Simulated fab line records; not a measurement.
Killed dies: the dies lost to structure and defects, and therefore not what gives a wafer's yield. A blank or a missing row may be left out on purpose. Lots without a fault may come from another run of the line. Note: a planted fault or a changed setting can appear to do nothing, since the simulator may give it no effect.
One fault through the eyes of 2 desks | flow n5 finfet | numbers are kept per desk, each desk with only its own; the story behind them comes last

== AT THE METROLOGY DESK ==
What the gauges read for every lot (on any tool): the sampled wafers with a number, averaged. Marked OUT: a lot whose mean sits more than 4 standard deviations from the usual mean, which makes it out of limits; the brackets give that distance.
Columns: A = trench depth nm at N5_BEOL_M14_OCD_MEAS_35, usual 557 nm
lot  | first seen here | A
L211 | day 12 21:58    | 560
L218 | day 13 16:05    | 567
L214 | day 13 16:41    | 553
L215 | day 14 14:29    | 560
L223 | day 15 04:54    | 557
This desk's finding: nothing out of limits on any of the 5 lots.

== THE TOOL OWNER'S DESK: pvd sputter-01 ==
The tool's own readings at N5_BEOL_M14_SPUTTER_44 (material Ta, target thk 15 nm, time 24.19 s): means of the sampled wafers that have a number, for each lot that ran on this tool. Marked OUT: a lot whose mean sits more than 4 standard deviations from the usual mean, which makes it out of limits; the brackets give that distance.
Columns: A = cathode dc power W at N5_BEOL_M14_SPUTTER_44, usual 14999 W; B = throttle valve pct at N5_BEOL_M14_SPUTTER_44, usual 30.1 %
lot  | first seen here | A                       | B
L211 | day 13 01:29    | 14998                   | 29.9
L215 | day 14 14:56    | 15357 (+99 or more) OUT | 30.2
This desk finds L215 out of limits, L215 being first, at day 14 14:56 (cathode dc power W at N5_BEOL_M14_SPUTTER_44). L211: within limits.

== TAKEN TOGETHER ==
At day 14 14:56, on L215, the tool owner's desk was in a position to raise an alarm.
From the metrology desk's view, nothing was out of limits.
The metrology desk holds a record of L215, inside its limits.
N5_BEOL_M14_SPUTTER_44 was run on pvd sputter-01 by each of the lots named.

== WHAT THE SIMULATOR HAD INSERTED ==
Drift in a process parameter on pvd sputter-01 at N5_BEOL_M14_SPUTTER_44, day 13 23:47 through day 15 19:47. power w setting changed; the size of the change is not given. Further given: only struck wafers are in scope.
Shown lots that were struck: L215.
How many hours passed from the start of the fault until each desk's first out-of-limits reading: the tool owner's desk, 15.
